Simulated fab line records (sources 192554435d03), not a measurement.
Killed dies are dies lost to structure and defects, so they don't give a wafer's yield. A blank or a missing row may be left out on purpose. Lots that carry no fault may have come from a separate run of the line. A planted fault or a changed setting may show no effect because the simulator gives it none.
fab line records + flow n5_finfet
record:
- lots: 10
- wafers: 28
- last_day: 18
route steps=1938 shown BEOL_M6@1208
lots that met no fault: taken from a fault-free run of the same line
start_h: hours from the record's first day to the start of the lot's first wafer shown + wait_h: hours since the lot's step before + " same as the row above + L1.1+2: a single row standing in for several wafers + - no value, or no start given + * or withheld: withheld + < > ~ a bound
route shown NAME@n: names a module that has steps shown in the file, with the first one's number in the route + usual: mean and standard deviation over wafers with no fault + same: alike in all rows + chamber/n: place in a boat + sites: readings site by site + _std_site: standard deviation of those values + _edge_site: inner sites' mean taken away from outer sites' mean + radius_mm: how far each site lies from the wafer's centre + mask NAME#n: copy n + behind: the tool/chamber that last shaped the wafer + hold: why the lot was held/for how many hours/how that ended + device: names the non-switching transistor (n, p or np) + end of line: the tests these same wafers got at the end of their route + a step without rows: its recipe alone + killed: not the wafer's yield, but the dies lost to structure and defects at the first sort + map: dies across one wafer; x = killed, . = not, _ = none there
set.NAME: the setting that was run; set.NAME@STEP: the one run at that earlier step + model.NAME: the simulator's own value behind a step, which no gauge read
a sample of lots followed through the steps of the route, with each step as a table and each wafer as a row
services: the hour from which a tool's chamber was out of use, counted from the record's first day as start_h (under 0 if before that day), plus the number of hours and why
== steps ==
step: N5_BEOL_M6_OVL_MEAS_12
recipe:
- points_per_wafer: 44
usual:
- M6_OVL: 0.2/0.84
| lot.wafer | tool       | chamber | start_h | wait_h | M6_OVL[nm] |
|-----------|------------|---------|---------|--------|------------|
| L269.3    | overlay-01 | 0       | 200.51  | 0.0    | -0.1       |
| L269.4    | "          | 0       | "       | "      | 0.8        |
| L269.6    | "          | 0       | "       | "      | 0.2        |
| L270.2    | overlay-01 | 0       | 219.50  | 0.0    | -0.2       |
| L270.3    | "          | 0       | "       | "      | 0.6        |
| L270.5    | "          | 0       | "       | "      | -0.1       |
| L271.2    | overlay-01 | 0       | 226.39  | 0.0    | 2.0        |
| L271.3    | "          | 0       | "       | "      | 0.2        |
| L271.5    | "          | 0       | "       | "      | 0.9        |
| L284.3    | overlay-01 | 0       | 291.12  | 0.0    | -1.0       |
| L284.4    | "          | 0       | "       | "      | 0.0        |
| L284.6    | "          | 0       | "       | "      | 0.8        |
| L286.1    | overlay-02 | 0       | 297.77  | 0.0    | -2.0       |
| L286.4    | "          | 0       | "       | "      | 0.0        |
| L285.2    | overlay-01 | 0       | 299.13  | 0.0    | -0.5       |
| L285.4    | "          | 0       | "       | "      | -1.2       |
| L285.5    | "          | 0       | "       | "      | 0.1        |
| L287.2    | overlay-02 | 0       | 300.92  | 0.0    | -0.6       |
| L287.6    | "          | 0       | "       | "      | -0.1       |
| L288.2    | overlay-02 | 0       | 302.85  | 0.0    | -0.3       |
| L288.3    | "          | 0       | "       | "      | 0.5        |
| L288.6    | "          | 0       | "       | "      | -0.8       |
| L289.1    | overlay-01 | 0       | 323.55  | 0.0    | 0.2        |
| L289.3    | "          | 0       | "       | "      | 1.0        |
| L289.5    | "          | 0       | "       | "      | -0.1       |
| L291.1    | overlay-01 | 0       | 327.94  | 0.0    | 0.2        |
| L291.2    | "          | 0       | "       | "      | -0.3       |
| L291.4    | "          | 0       | "       | "      | -0.6       |
step: N5_BEOL_M6_DESCUM_16
recipe:
- chemistry: O2
- time_s: 7.9
- source_power_w: 50
- bias_power_w: 20
- pressure_mtorr: 20
- rf_frequency_hz: 2.712e+07
- temp_c: 40
- resist: CAR-ArF
- o2_flow_sccm: 225
usual:
- drypump_motor_current_A: 5.5/0.57
- oes_product_au: 0.81/0.085
- rf_vpp_V: 243.2/1.4
- showerhead_plenum_p_Torr: 2.11/0.07
- throttle_valve_pct: 20.35/0.19
same:
- time_s: 7.9
| lot.wafer | tool        | chamber | start_h | wait_h | drypump_motor_current_A | oes_product_au | rf_hours_counter_h | rf_vpp_V | showerhead_plenum_p_Torr | throttle_valve_pct |
|-----------|-------------|---------|---------|--------|-------------------------|----------------|--------------------|----------|--------------------------|--------------------|
| L269.3    | rie_diel-06 | 2       | 201.35  | 0.8    | 6.4                     | 0.91           | 34                 | 244.3    | 2.25                     | 20.43              |
| L269.4    | "           | 1       | "       | "      | 5.5                     | 0.67           | 247                | 243.2    | 2.17                     | 21.05              |
| L269.6    | "           | 1       | "       | "      | 5.5                     | 0.67           | -                  | 243.6    | 2.17                     | 21.06              |
| L270.2    | rie_diel-02 | 0       | 219.71  | 0.2    | 5.5                     | 0.76           | 146                | 243.3    | 2.07                     | 20.13              |
| L270.3    | "           | 1       | "       | "      | 5.3                     | 0.73           | 187                | 242.9    | 2.09                     | 20.36              |
| L270.5    | "           | 2       | "       | "      | 4.7                     | 0.78           | -                  | 245.1    | 2.19                     | 20.14              |
| L271.2    | rie_diel-02 | 1       | 226.55  | 0.1    | 5.3                     | 0.73           | 189                | 241.3    | 2.09                     | 20.37              |
| L271.3    | "           | 0       | "       | "      | 5.5                     | 0.76           | 148                | 242.7    | 2.07                     | 20.14              |
| L271.5    | "           | 1       | "       | "      | 5.3                     | 0.73           | -                  | 241.5    | 2.09                     | 20.36              |
| L284.3    | rie_diel-05 | 1       | 291.20  | 0.1    | 5.5                     | 0.94           | 21                 | 243.7    | 2.08                     | 20.37              |
| L284.4    | "           | 2       | "       | "      | 6.5                     | 0.84           | 70                 | 245.4    | 2.20                     | 20.31              |
| L284.6    | "           | 1       | "       | "      | 5.4                     | 0.95           | -                  | 242.4    | 2.08                     | 20.36              |
| L286.1    | rie_diel-02 | 2       | 298.07  | 0.3    | 4.7                     | 0.74           | 164                | 244.4    | 2.18                     | 20.18              |
| L286.4    | "           | 2       | "       | "      | 4.7                     | 0.75           | -                  | 244.6    | 2.18                     | 20.18              |
| L285.2    | rie_diel-05 | 2       | 299.19  | 0.0    | 6.5                     | 0.84           | 73                 | 245.2    | 2.20                     | 20.29              |
| L285.4    | "           | 3       | "       | "      | 5.7                     | 0.84           | 53                 | 241.8    | 2.04                     | 20.64              |
| L285.5    | "           | 1       | "       | "      | 5.4                     | 0.93           | -                  | 242.3    | 2.08                     | 20.38              |
| L287.2    | rie_diel-06 | 3       | 301.02  | 0.1    | 5.7                     | 0.88           | 42                 | 243.6    | 2.07                     | 20.21              |
| L287.6    | "           | 1       | "       | "      | 5.6                     | 0.89           | -                  | 243.1    | 2.16                     | 20.48              |
| L288.2    | rie_diel-02 | 2       | 302.91  | 0.0    | 4.7                     | 0.74           | 166                | 243.7    | 2.18                     | 20.18              |
| L288.3    | "           | 1       | "       | "      | 5.3                     | 0.71           | 216                | 242.9    | 2.08                     | 20.39              |
| L288.6    | "           | 0       | "       | "      | 5.5                     | 0.73           | -                  | 244.0    | 2.06                     | 20.21              |
| L289.1    | rie_diel-06 | 1       | 323.61  | 0.0    | 5.5                     | 0.87           | 38                 | 243.8    | 2.15                     | 20.50              |
| L289.3    | "           | 3       | "       | "      | 5.7                     | 0.87           | 51                 | 242.8    | 2.07                     | 20.21              |
| L289.5    | "           | 3       | "       | "      | 5.7                     | 0.87           | -                  | 243.5    | 2.07                     | 20.22              |
| L291.1    | rie_diel-06 | 0       | 328.00  | 0.0    | 4.8                     | 0.81           | 102                | 242.0    | 2.02                     | 20.33              |
| L291.2    | "           | 2       | "       | "      | 6.4                     | 0.84           | 84                 | 244.4    | 2.23                     | 20.50              |
| L291.4    | "           | 1       | "       | "      | 5.5                     | 0.88           | 39                 | 243.5    | 2.15                     | 20.50              |
step: N5_BEOL_M6_ETCH_61
recipe:
- chemistry: CF4
- target: SiARC
- target_depth_a: 455
- mask_material: CAR-ArF
- time_s: 75.8
- ion_energy_ev: 80
- pressure_mtorr: 40
- source_w: 545
- bias_w: 36
- Ar_flow_sccm: 100
- cf4_flow_sccm: 100
- ends: cleared
usual:
- bias_w: 35.98/0.1
- drypump_motor_current_A: 5.5/0.56
- etch_rf_on_time_s: 76.0/2.2
- oes_product_au: 0.69/0.068
- rf_vpp_V: 184.4/1.2
- showerhead_plenum_p_Torr: 2.15/0.065
- throttle_valve_pct: 15.51/0.2
| lot.wafer | tool        | chamber | start_h | wait_h | bias_w | drypump_motor_current_A | etch_rf_on_time_s | oes_product_au | rf_hours_counter_h | rf_vpp_V | showerhead_plenum_p_Torr | throttle_valve_pct |
|-----------|-------------|---------|---------|--------|--------|-------------------------|-------------------|----------------|--------------------|----------|--------------------------|--------------------|
| L269.3    | rie_diel-06 | 2       | 201.38  | 0.0    | 35.89  | 6.4                     | 74.3              | 0.76           | 34                 | 185.1    | 2.27                     | 15.41              |
| L269.4    | "           | 1       | "       | "      | 36.00  | 5.6                     | 79.3              | 0.57           | 247                | 185.5    | 2.18                     | 16.01              |
| L269.6    | "           | 1       | "       | "      | 35.97  | 5.5                     | 78.8              | 0.57           | -                  | 184.3    | 2.18                     | 16.01              |
| L270.2    | rie_diel-02 | 0       | 219.75  | 0.0    | 36.00  | 5.5                     | 73.0              | 0.67           | 146                | 185.3    | 2.14                     | 15.51              |
| L270.3    | "           | 1       | "       | "      | 36.05  | 5.3                     | 75.7              | 0.63           | 187                | 183.3    | 2.16                     | 15.70              |
| L270.5    | "           | 2       | "       | "      | 36.06  | 4.7                     | 77.2              | 0.66           | -                  | 186.1    | 2.22                     | 15.34              |
| L271.2    | rie_diel-02 | 1       | 226.58  | 0.0    | 35.92  | 5.3                     | 77.3              | 0.62           | 189                | 184.7    | 2.16                     | 15.71              |
| L271.3    | "           | 0       | "       | "      | 35.99  | 5.5                     | 73.5              | 0.67           | 148                | 184.2    | 2.14                     | 15.52              |
| L271.5    | "           | 1       | "       | "      | 35.74  | 5.3                     | 76.6              | 0.62           | -                  | 186.1    | 2.16                     | 15.72              |
| L284.3    | rie_diel-05 | 1       | 291.23  | 0.0    | 31.80  | 5.5                     | 74.9              | 0.79           | 21                 | 171.2    | 2.11                     | 15.29              |
| L284.4    | "           | 2       | "       | "      | 32.05  | 6.4                     | 81.9              | 0.68           | 70                 | 172.4    | 2.27                     | 15.54              |
| L284.6    | "           | 1       | "       | "      | 31.92  | 5.5                     | 74.6              | 0.79           | -                  | 170.0    | 2.11                     | 15.29              |
| L286.1    | rie_diel-02 | 2       | 298.10  | 0.0    | 35.99  | 4.7                     | 78.8              | 0.63           | 164                | 185.5    | 2.21                     | 15.38              |
| L286.4    | "           | 2       | "       | "      | 35.92  | 4.7                     | 78.8              | 0.62           | -                  | 186.4    | 2.21                     | 15.40              |
| L285.2    | rie_diel-05 | 2       | 299.22  | 0.0    | 32.02  | 6.5                     | 82.5              | 0.67           | 73                 | 171.9    | 2.27                     | 15.55              |
| L285.4    | "           | 3       | "       | "      | 31.79  | 5.7                     | 82.4              | 0.70           | 53                 | 170.8    | 2.08                     | 15.61              |
| L285.5    | "           | 1       | "       | "      | 31.96  | 5.4                     | 76.4              | 0.77           | -                  | 170.4    | 2.11                     | 15.31              |
| L287.2    | rie_diel-06 | 3       | 301.06  | 0.0    | 36.05  | 5.7                     | 76.0              | 0.74           | 42                 | 184.0    | 2.09                     | 15.21              |
| L287.6    | "           | 1       | "       | "      | 35.93  | 5.6                     | 74.8              | 0.75           | -                  | 185.7    | 2.17                     | 15.50              |
| L288.2    | rie_diel-02 | 2       | 302.94  | 0.0    | 35.99  | 4.7                     | 78.7              | 0.63           | 166                | 185.5    | 2.21                     | 15.38              |
| L288.3    | "           | 1       | "       | "      | 36.15  | 5.3                     | 76.5              | 0.61           | 216                | 183.0    | 2.15                     | 15.77              |
| L288.6    | "           | 0       | "       | "      | 35.92  | 5.5                     | 73.0              | 0.65           | -                  | 182.9    | 2.13                     | 15.58              |
| L289.1    | rie_diel-06 | 1       | 323.64  | 0.0    | 36.01  | 5.6                     | 74.9              | 0.74           | 38                 | 185.4    | 2.17                     | 15.52              |
| L289.3    | "           | 3       | "       | "      | 36.12  | 5.7                     | 76.8              | 0.73           | 51                 | 183.9    | 2.09                     | 15.23              |
| L289.5    | "           | 3       | "       | "      | 36.11  | 5.7                     | 76.4              | 0.73           | -                  | 182.8    | 2.09                     | 15.23              |
| L291.1    | rie_diel-06 | 0       | 328.04  | 0.0    | 36.06  | 4.8                     | 75.3              | 0.68           | 102                | 184.7    | 2.07                     | 15.49              |
| L291.2    | "           | 2       | "       | "      | 36.09  | 6.4                     | 73.2              | 0.72           | 84                 | 186.6    | 2.25                     | 15.51              |
| L291.4    | "           | 1       | "       | "      | 35.73  | 5.5                     | 75.7              | 0.74           | 39                 | 183.7    | 2.17                     | 15.50              |
step: N5_BEOL_M6_ETCH_62
recipe:
- chemistry: N2/H2
- target: SOC
- target_depth_a: 1100
- overetch_a: 220
- mask_material: SiARC
- temp_c: 40
- time_s: 165
- ion_energy_ev: 200
- pressure_mtorr: 30
- source_w: 840
- bias_w: 150
- n2_flow_sccm: 200
- h2_flow_sccm: 200
usual:
- bias_w: 150.0/0.48
- drypump_motor_current_A: 5.5/0.56
- h2_flow_sccm: 200.1/0.61
- oes_product_au: 0.68/0.064
- rf_vpp_V: 524.1/2.3
- showerhead_plenum_p_Torr: 2.55/0.076
- throttle_valve_pct: 17.67/0.27
same:
- time_s: 165
| lot.wafer | tool        | chamber | start_h | wait_h | bias_w | drypump_motor_current_A | h2_flow_sccm | oes_product_au | rf_hours_counter_h | rf_vpp_V | showerhead_plenum_p_Torr | throttle_valve_pct |
|-----------|-------------|---------|---------|--------|--------|-------------------------|--------------|----------------|--------------------|----------|--------------------------|--------------------|
| L269.3    | rie_diel-06 | 2       | 201.44  | 0.0    | 149.7  | 6.4                     | 201.2        | 0.74           | 34                 | 527.6    | 2.70                     | 17.47              |
| L269.4    | "           | 1       | "       | "      | 150.3  | 5.6                     | 200.0        | 0.57           | 247                | 526.8    | 2.58                     | 18.00              |
| L269.6    | "           | 1       | "       | "      | 150.4  | 5.5                     | 200.1        | 0.58           | -                  | 525.1    | 2.58                     | 18.00              |
| L270.2    | rie_diel-02 | 0       | 219.80  | 0.0    | 150.6  | 5.5                     | 200.2        | 0.66           | 146                | 522.9    | 2.56                     | 17.83              |
| L270.3    | "           | 1       | "       | "      | 149.8  | 5.3                     | 199.9        | 0.63           | 187                | 521.9    | 2.53                     | 17.71              |
| L270.5    | "           | 2       | "       | "      | 149.5  | 4.8                     | 201.1        | 0.66           | -                  | 527.5    | 2.63                     | 17.31              |
| L271.2    | rie_diel-02 | 1       | 226.64  | 0.0    | 149.2  | 5.3                     | 200.7        | 0.62           | 189                | 522.5    | 2.52                     | 17.72              |
| L271.3    | "           | 0       | "       | "      | 150.3  | 5.5                     | 200.5        | 0.65           | 148                | 522.7    | 2.56                     | 17.81              |
| L271.5    | "           | 1       | "       | "      | 149.9  | 5.3                     | 200.6        | 0.63           | -                  | 522.7    | 2.53                     | 17.73              |
| L284.3    | rie_diel-05 | 1       | 291.29  | 0.0    | 149.6  | 5.4                     | 200.8        | 0.78           | 21                 | 523.2    | 2.48                     | 17.50              |
| L284.4    | "           | 2       | "       | "      | 150.5  | 6.4                     | 199.9        | 0.71           | 70                 | 528.5    | 2.68                     | 17.77              |
| L284.6    | "           | 1       | "       | "      | 150.1  | 5.4                     | 199.9        | 0.78           | -                  | 523.6    | 2.48                     | 17.50              |
| L286.1    | rie_diel-02 | 2       | 298.16  | 0.0    | 150.3  | 4.8                     | 200.7        | 0.64           | 164                | 526.5    | 2.62                     | 17.38              |
| L286.4    | "           | 2       | "       | "      | 150.6  | 4.7                     | 199.6        | 0.64           | -                  | 527.0    | 2.62                     | 17.37              |
| L285.2    | rie_diel-05 | 2       | 299.28  | 0.0    | 148.9  | 6.5                     | 200.0        | 0.71           | 73                 | 526.7    | 2.68                     | 17.76              |
| L285.4    | "           | 3       | "       | "      | 150.0  | 5.7                     | 200.1        | 0.72           | 53                 | 520.9    | 2.48                     | 18.03              |
| L285.5    | "           | 1       | "       | "      | 149.8  | 5.5                     | 200.2        | 0.77           | -                  | 522.7    | 2.48                     | 17.52              |
| L287.2    | rie_diel-06 | 3       | 301.11  | 0.0    | 149.9  | 5.7                     | 200.4        | 0.73           | 42                 | 521.2    | 2.45                     | 17.23              |
| L287.6    | "           | 1       | "       | "      | 149.9  | 5.5                     | 199.7        | 0.74           | -                  | 525.1    | 2.56                     | 17.47              |
| L288.2    | rie_diel-02 | 2       | 303.00  | 0.0    | 150.2  | 4.7                     | 200.5        | 0.63           | 166                | 525.2    | 2.62                     | 17.37              |
| L288.3    | "           | 1       | "       | "      | 150.0  | 5.3                     | 200.0        | 0.61           | 216                | 523.2    | 2.51                     | 17.77              |
| L288.6    | "           | 0       | "       | "      | 149.7  | 5.5                     | 200.6        | 0.63           | -                  | 523.6    | 2.55                     | 17.87              |
| L289.1    | rie_diel-06 | 1       | 323.70  | 0.0    | 149.9  | 5.6                     | 200.5        | 0.73           | 38                 | 525.4    | 2.56                     | 17.47              |
| L289.3    | "           | 3       | "       | "      | 150.9  | 5.7                     | 200.5        | 0.73           | 51                 | 520.0    | 2.45                     | 17.26              |
| L289.5    | "           | 3       | "       | "      | 149.8  | 5.7                     | 200.3        | 0.73           | -                  | 522.8    | 2.45                     | 17.25              |
| L291.1    | rie_diel-06 | 0       | 328.09  | 0.0    | 149.6  | 4.8                     | 200.2        | 0.68           | 102                | 522.4    | 2.48                     | 18.00              |
| L291.2    | "           | 2       | "       | "      | 149.4  | 6.4                     | 200.0        | 0.70           | 84                 | 528.4    | 2.67                     | 17.57              |
| L291.4    | "           | 1       | "       | "      | 150.9  | 5.6                     | 200.1        | 0.72           | 39                 | 525.4    | 2.56                     | 17.47              |
== services ==
| tool        | chamber | start_h | hours | kind                          |
|-------------|---------|---------|-------|-------------------------------|
| rie_diel-05 | -       | 198.73  | 14.6  | pm                            |
| rie_diel-06 | 1       | 206.72  | -     | clean                         |
| rie_diel-06 | 1       | 206.72  | -     | consumable_replace:focus_ring |
| rie_diel-06 | 1       | 206.72  | 22.6  | scheduled_down                |
| rie_diel-06 | 1       | 206.72  | 22.6  | vent_cycle                    |
| rie_diel-05 | 1       | 216.85  | -     | clean                         |
| rie_diel-05 | 1       | 216.85  | -     | consumable_replace:focus_ring |
| rie_diel-05 | 0       | 231.06  | 1.6   | repair                        |
| rie_diel-06 | -       | 236.71  | 0.9   | repair                        |
| rie_diel-06 | 0       | 252.51  | 12.0  | repair                        |
| rie_diel-02 | 3       | 262.99  | 5.7   | repair                        |
| rie_diel-02 | -       | 271.93  | 0.3   | repair                        |
| rie_diel-05 | 0       | 291.72  | 5.4   | repair                        |
| rie_diel-02 | 3       | 294.43  | -     | clean                         |
| rie_diel-02 | 3       | 294.43  | -     | consumable_replace:esc        |
| rie_diel-02 | 3       | 294.43  | -     | consumable_replace:focus_ring |
| rie_diel-02 | 3       | 294.43  | 26.6  | scheduled_down                |
| rie_diel-02 | 3       | 294.43  | 26.6  | vent_cycle                    |
| rie_diel-06 | 0       | 295.00  | 3.9   | repair                        |
| rie_diel-06 | 2       | 319.55  | 5.6   | repair                        |
== key ==
first_sign:
- step: N5_BEOL_M6_ETCH_61
- reading: bias_w
- direction: down
- sigmas: 39
- usual: *
- struck: *
effect:
- step: N5_BEOL_M6_ETCH_61
- reading: rf_vpp_V
- direction: down
- sigmas: 11
- usual: 184.4
- struck: 171.1
met_at N5_BEOL_M6_ETCH_61
struck_lots L284,L285
not_acting_at N5_BEOL_M6_OVL_MEAS_12,N5_BEOL_M6_DESCUM_16,N5_BEOL_M6_ETCH_62
fault:
- kind: process_parameter_drift
- tool: rie_diel-05
- chamber: -
- onset_h: 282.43
- steps: N5_BEOL_M6_ETCH_61
- channel: bias_w
- offset: *
- shape: step
- end_h: 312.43
- acts_in: *
- stated: *
